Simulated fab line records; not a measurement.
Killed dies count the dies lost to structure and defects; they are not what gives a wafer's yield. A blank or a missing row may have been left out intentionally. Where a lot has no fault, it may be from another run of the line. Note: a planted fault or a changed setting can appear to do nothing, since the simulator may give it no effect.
Split-lot trial + flow n5_finfet + on a route of 1938 steps: 7 lots, 21 wafers read

== ABOUT THE SPLIT ==
At N5_BEOL_M2_COAT_62 (time 60 s, resist thk 12 nm), the setting spin_rpm was moved away from the recipe's 1500 rpm on 8 of the 21 wafers read, by -10.6% to +9.4%. This setting was run at the recipe's value on the other wafers.

The reading comes from the split's own step.

== THE READING ==
SiARC_of_BEOL_M2_COAT_62.thk_nm (the simulator's own value, which no gauge read), in nm, at N5_BEOL_M2_COAT_62 (time 60 s, resist thk 12 nm). The file does not state a usual value for it.

| wafer  | tool, chamber at the split | spin_rpm as run, rpm | against the recipe | SiARC_of_BEOL_M2_COAT_62.thk_nm, nm | against lot-mates on the recipe |
|--------|----------------------------|----------------------|--------------------|-------------------------------------|---------------------------------|
| L079.1 | litho_track-01, 0          | 1500                 | recipe             | 12                                  | -                               |
| L079.2 | litho_track-01, 0          | 1500                 | recipe             | 12                                  | -                               |
| L079.5 | litho_track-01, 0          | 1392                 | -7.2%              | 12.4                                | +0.4                            |
| L080.1 | litho_track-05, 0          | 1341                 | -10.6%             | 12.8                                | +0.8                            |
| L080.3 | litho_track-05, 0          | 1341                 | -10.6%             | 12.8                                | +0.8                            |
| L080.5 | litho_track-05, 0          | 1500                 | recipe             | 12                                  | -                               |
| L084.2 | litho_track-01, 0          | 1500                 | recipe             | 12                                  | -                               |
| L084.3 | litho_track-01, 0          | 1500                 | recipe             | 12                                  | -                               |
| L084.4 | litho_track-01, 0          | 1500                 | recipe             | 12                                  | -                               |
| L088.1 | litho_track-01, 0          | 1500                 | recipe             | 12                                  | -                               |
| L088.3 | litho_track-01, 0          | 1500                 | recipe             | 12                                  | -                               |
| L088.4 | litho_track-01, 0          | 1500                 | recipe             | 12                                  | -                               |
| L089.2 | litho_track-02, 0          | 1352                 | -9.9%              | 12.6                                | +0.6                            |
| L089.3 | litho_track-02, 0          | 1352                 | -9.9%              | 12.6                                | +0.6                            |
| L089.6 | litho_track-02, 0          | 1500                 | recipe             | 12                                  | -                               |
| L091.3 | litho_track-02, 0          | 1641                 | +9.4%              | 11.4                                | -0.6                            |
| L091.4 | litho_track-02, 0          | 1641                 | +9.4%              | 11.4                                | -0.6                            |
| L091.6 | litho_track-02, 0          | 1500                 | recipe             | 12                                  | -                               |
| L096.1 | litho_track-02, 0          | 1611                 | +7.4%              | 11.6                                | -0.4                            |
| L096.3 | litho_track-02, 0          | 1500                 | recipe             | 12                                  | -                               |
| L096.4 | litho_track-02, 0          | 1500                 | recipe             | 12                                  | -                               |

FIT RESULTS
A straight line over all 21 wafers: SiARC_of_BEOL_M2_COAT_62.thk_nm changes by -0.0651 nm for each +1% of spin_rpm; r = -0.99; the points scatter about the line by 0.045 nm.
The same after taking each lot's own level away (the mean of its wafers on the recipe; 21 wafers): -0.0651 nm for each +1%; r = -0.99; scatter 0.045 nm.
Per that fit: largest spin_rpm move, reading shift of 0.69 nm.
The lots' own levels span 12.00 to 12.00 nm.
So the lot-to-lot level changes the slope little: the two slopes agree.
Check: with one of the wafers moved furthest among these (-10.6%) left out of the fit, the line predicts +0.675 nm for it against its lot-mates. It came out at +0.8 nm against them.

== THE OTHER SPLITS THESE WAFERS WENT THROUGH ==
Note: prior to the reading, these wafers also went through further splits. Each is held against what the fit with the lots' levels taken away leaves over:
| other split on the same wafers          | wafers away from the commonest value | r with SiARC_of_BEOL_M2_COAT_62.thk_nm (lot level and that fit taken away) |
|-----------------------------------------|--------------------------------------|----------------------------------------------------------------------------|
| N5_MOL_CONTACT_COAG_EXPOSE_05 dose_mj   | 9                                    | -0.23                                                                      |
| N5_MOL_CONTACT_COAG_ALD_133 ald_cycles  | 6                                    | -0.19                                                                      |
| N5_MOL_CONTACT_COAG_VIA_ETCH_117 bias_w | 8                                    | -0.24                                                                      |
| N5_BEOL_M0_SAQP_SPACER1_ALD_98 temp_c   | 10                                   | +0.11                                                                      |
| N5_BEOL_M0_SAQP_ETCH_107 source_w       | 8                                    | +0.06                                                                      |
| N5_BEOL_M1_ETCH_70 time_s               | 6                                    | +0.00                                                                      |
| N5_BEOL_M1_TRENCH_ETCH_37 bias_w        | 5                                    | -0.20                                                                      |

== FILE'S OWN FIT ==
SiARC_of_BEOL_M2_COAT_62.thk_nm changes by -0.064 nm for each +1% of spin_rpm, r = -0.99.
